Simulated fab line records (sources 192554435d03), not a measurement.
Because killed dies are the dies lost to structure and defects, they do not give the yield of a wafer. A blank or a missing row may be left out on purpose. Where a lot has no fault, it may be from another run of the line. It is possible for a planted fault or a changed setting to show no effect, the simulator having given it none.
Which tool was responsible? | flow n5 finfet | 11 lots, 27 wafers sampled, at 5 steps of a route of 1938

## WHAT EACH GAUGE READ, for each wafer
N5_BEOL_M4_RC_MEAS_101.
lot  | measured     | on        | CHAIN_V3 (ohm/link) | CHAIN_V3_max_site (ohm/link) | DIBL_N (mV/V)  | DIBL_P (mV/V)  | IOFF_N (nA/um) | IOFF_P (nA/um) | ION_N (uA/um) | ION_P (uA/um) | SS_N (mV/dec)  | SS_P (mV/dec)  | VT_N (mV)   | VT_P (mV)
L279 | day 8 02:11  | prober-02 | 219 228             | 225 236                      | 37.0 38.1      | 38.6 39.7      | 0.17 0.18      | 0.23 0.26      | 691 667       | 466 458       | 72.8 72.8      | 74.1 74.7      | 247 251     | -251 -249
L282 | day 8 14:33  | prober-02 | 238 230 236         | 252 247 247                  | 36.5 37.0 39.3 | 34.2 36.7 37.7 | 0.13 0.15 0.18 | 0.21 0.26 0.26 | 670 658 680   | 468 464 470   | 71.2 71.2 72.3 | 73.3 73.5 73.6 | 254 250 247 | -247 -248 -245
L283 | day 9 03:02  | prober-01 | 250 228 216         | 256 242 228                  | 34.2 36.0 36.8 | 34.4 37.9 38.0 | 0.15 0.18 0.20 | 0.18 0.24 0.23 | 682 670 687   | 471 457 464   | 72.3 72.0 72.0 | 73.2 73.3 74.3 | 253 247 247 | -254 -249 -251
L286 | day 10 00:06 | prober-02 | 241 216             | 253 225                      | 34.7 42.7      | 33.6 45.1      | 0.12 0.30      | 0.16 0.38      | 657 694       | 454 473       | 70.5 73.4      | 71.5 75.7      | 257 243     | -252 -241
L287 | day 10 05:03 | prober-02 | 244 231 225         | 251 239 241                  | 38.8 38.0 39.1 | 39.8 37.3 39.7 | 0.21 0.18 0.19 | 0.29 0.24 0.28 | 691 677 667   | 475 465 468   | 71.1 71.7 71.3 | 74.3 73.2 74.1 | 243 252 247 | -242 -247 -245
L289 | day 10 12:13 | prober-01 | 263 227 245         | 270 231 259                  | 37.1 37.0 36.0 | 40.3 38.0 37.7 | 0.19 0.19 0.15 | 0.27 0.20 0.20 | 658 665 654   | 446 449 446   | 71.9 73.0 72.2 | 74.3 72.5 72.6 | 250 248 254 | -252 -252 -255
L290 | day 11 04:28 | prober-01 | 219 204             | 225 215                      | 37.6 36.7      | 36.7 34.8      | 0.15 0.16      | 0.21 0.19      | 672 681       | 463 464       | 70.9 71.4      | 73.2 73.0      | 251 250     | -249 -248
L292 | day 11 05:20 | prober-02 | 227 248             | 231 253                      | 39.6 34.4      | 38.8 33.9      | 0.26 0.14      | 0.28 0.20      | 677 685       | 460 464       | 73.7 71.8      | 73.7 72.4      | 247 250     | -246 -251
L291 | day 11 07:12 | prober-02 | 228 310 224         | 236 321 234                  | 39.4 39.2 34.6 | 39.6 39.9 34.0 | 0.22 0.21 0.14 | 0.23 0.25 0.17 | 676 680 663   | 457 460 448   | 72.2 72.6 71.4 | 74.0 74.8 72.7 | 248 247 252 | -252 -249 -254
L293 | day 11 08:13 | prober-01 | 216 315             | 227 321                      | 41.2 37.0      | 41.2 36.4      | 0.24 0.16      | 0.31 0.24      | 666 676       | 450 465       | 72.3 71.5      | 74.2 73.9      | 249 248     | -248 -248
L296 | day 12 09:49 | prober-01 | 316 219             | 324 227                      | 38.5 39.0      | 36.9 38.1      | 0.18 0.19      | 0.24 0.25      | 655 664       | 457 460       | 71.7 71.6      | 73.8 73.0      | 249 249     | -247 -247

## WHICH TOOL RAN EACH LOT (tool, then ch and the chambers of the sampled wafers, then the start)
lot  | N5_BEOL_M4_STRIP_97                           | N5_BEOL_M4_ALD_84                   | N5_BEOL_M4_SPUTTER_79        | N5_BEOL_M4_SPUTTER_81
L279 | rie diel-05 ch 0,2, day 7 22:16 or earlier    | ald metal-04 ch 2,3, day 7 22:16    | pvd sputter-02, day 7 23:23  | pvd sputter-02, day 7 23:37
L282 | rie diel-06 ch 0,2, day 8 10:07 or earlier    | ald metal-01 ch 0,1,3, day 8 10:07  | pvd sputter-03, day 8 11:53  | pvd sputter-03, day 8 12:07
L283 | rie diel-06 ch 0,1,3, day 8 22:04 or earlier  | ald metal-04 ch 0,1,2, day 8 22:04  | pvd sputter-03, day 9 00:23  | pvd sputter-03, day 9 00:37
L286 | rie diel-06 ch 2,3, day 9 20:19 or earlier    | ald metal-01 ch 2,3, day 9 20:19    | pvd sputter-03, day 9 21:14  | pvd sputter-03, day 9 21:27
L287 | rie diel-05 ch 0,1,2, day 10 01:29 or earlier | ald metal-04 ch 2,3, day 10 01:29   | pvd sputter-03, day 10 02:23 | pvd sputter-03, day 10 02:36
L289 | rie diel-05 ch 1,2, day 10 08:41 or earlier   | ald metal-02 ch 1,2, day 10 08:41   | pvd sputter-01, day 10 09:34 | pvd sputter-01, day 10 09:47
L290 | rie diel-05 ch 2,3, day 11 00:50 or earlier   | ald metal-02 ch 3, day 11 00:50     | pvd sputter-03, day 11 01:50 | pvd sputter-03, day 11 02:03
L292 | rie diel-04 ch 0,2, day 11 01:07 or earlier   | ald metal-04 ch 2,3, day 11 01:07   | pvd sputter-02, day 11 01:55 | pvd sputter-02, day 11 02:08
L291 | rie diel-05 ch 0,1,3, day 11 03:42 or earlier | ald metal-02 ch 1,2,3, day 11 03:42 | pvd sputter-02, day 11 04:33 | pvd sputter-02, day 11 04:46
L293 | rie diel-05 ch 1,2, day 11 03:54 or earlier   | ald metal-02 ch 1,2, day 11 03:54   | pvd sputter-01, day 11 04:55 | pvd sputter-01, day 11 05:08
L296 | rie diel-04 ch 2,3, day 12 06:22 or earlier   | ald metal-02 ch 0,3, day 12 06:22   | pvd sputter-02, day 12 07:02 | pvd sputter-02, day 12 07:15
- N5_BEOL_M4_STRIP_97: strips in N2/H2, time 10 s.
- N5_BEOL_M4_ALD_84: deposits TaN, pulse time 2 s, purge time 3 s, co reactant purge time 2 s.
- N5_BEOL_M4_SPUTTER_79: material Cu, target thk 4.5 nm, time 8.29 s.
- N5_BEOL_M4_SPUTTER_81: material Cu, target thk 4.5 nm, time 8.29 s.

## WHAT THE TOOLS THEMSELVES READ (means of the sampled wafers that have a number; where no wafer has one, the mark that the record gives instead)
N5_BEOL_M4_STRIP_97.
lot  | tool        | bias power w (W) | chamber pressure mTorr (mTorr) | drypump motor current A (A) | oes product au (a.u.) | rf vpp V (V) | showerhead plenum p Torr (Torr) | throttle valve pct (%)
L279 | rie diel-05 | 6.980            | 19.995                         | 6.2                         | 0.77                  | 59.8         | 2.66                            | 23.45
L282 | rie diel-06 | 6.991            | 20.002                         | 5.9                         | 0.77                  | 59.4         | 2.59                            | 23.49
L283 | rie diel-06 | 6.993            | 20.022                         | 5.9                         | 0.72                  | 59.5         | 2.52                            | 23.64
L286 | rie diel-06 | 7.004            | 19.995                         | 5.9                         | 0.73                  | 60.2         | 2.59                            | 23.70
L287 | rie diel-05 | 6.991            | 19.995                         | 5.9                         | 0.84                  | 59.7         | 2.63                            | 23.48
L289 | rie diel-05 | 7.002            | 20.011                         | 5.6                         | 0.92                  | 60.3         | 2.62                            | 23.52
L290 | rie diel-05 | 6.976            | 20.013                         | 6.0                         | 0.82                  | 59.1         | 2.69                            | 23.79
L292 | rie diel-04 | 6.996            | 19.986                         | 5.3                         | 0.94                  | 59.2         | 2.55                            | 23.73
L291 | rie diel-05 | 6.995            | 19.994                         | 5.6                         | 0.84                  | 59.7         | 2.65                            | 23.57
L293 | rie diel-05 | 6.987            | 20.007                         | 5.8                         | 0.87                  | 58.8         | 2.63                            | 23.57
L296 | rie diel-04 | 6.994            | 19.992                         | 5.1                         | 0.91                  | 59.9         | 2.52                            | 23.46

N5_BEOL_M4_ALD_84.
lot  | tool         | heater power w (W)
L279 | ald metal-04 | 373
L282 | ald metal-01 | 418
L283 | ald metal-04 | 380
L286 | ald metal-01 | 388
L287 | ald metal-04 | 385
L289 | ald metal-02 | 438
L290 | ald metal-02 | 390
L292 | ald metal-04 | 384
L291 | ald metal-02 | 414
L293 | ald metal-02 | 424
L296 | ald metal-02 | 390

N5_BEOL_M4_SPUTTER_79.
lot  | tool           | throttle valve pct (%)
L279 | pvd sputter-02 | 30.2
L282 | pvd sputter-03 | 30.0
L283 | pvd sputter-03 | 30.1
L286 | pvd sputter-03 | 30.2
L287 | pvd sputter-03 | 29.7
L289 | pvd sputter-01 | 29.5
L290 | pvd sputter-03 | 30.3
L292 | pvd sputter-02 | 30.4
L291 | pvd sputter-02 | 29.1
L293 | pvd sputter-01 | 29.5
L296 | pvd sputter-02 | 29.6

N5_BEOL_M4_SPUTTER_81.
lot  | tool           | throttle valve pct (%)
L279 | pvd sputter-02 | 30.2
L282 | pvd sputter-03 | 30.2
L283 | pvd sputter-03 | 30.0
L286 | pvd sputter-03 | 30.2
L287 | pvd sputter-03 | 29.7
L289 | pvd sputter-01 | 29.5
L290 | pvd sputter-03 | 30.2
L292 | pvd sputter-02 | 30.1
L291 | pvd sputter-02 | 29.3
L293 | pvd sputter-01 | 29.4
L296 | pvd sputter-02 | 29.8

## THE ANSWER, worked out from the rows above alone
Rule: what is usual is taken from the lots themselves. Put in order of their means at a reading, lots are off if they are a third of the lots or fewer, leave a main group of 4 or more, and stand apart from it by a gap of 3 or more times the standard deviation of the main group's means; of several such gaps the widest counts. The tables above print the reading to a certain number of digits; a main group whose means all agree to those digits is not used. Also off: a lot with no number at a reading for which 4 or more lots have one. Any other lot the step has rows for is counted as sound. The gauges are gone through in route order, then the tools' own readings, and for those a lot's mean is taken as printed above. The first step at which some lot is off is used, and at that step the reading that is off furthest; a lot without a number counts as furthest.
Across all readings shown, no lot is off: no conclusion can be drawn from this.

## WHAT THE SIMULATOR PUT IN
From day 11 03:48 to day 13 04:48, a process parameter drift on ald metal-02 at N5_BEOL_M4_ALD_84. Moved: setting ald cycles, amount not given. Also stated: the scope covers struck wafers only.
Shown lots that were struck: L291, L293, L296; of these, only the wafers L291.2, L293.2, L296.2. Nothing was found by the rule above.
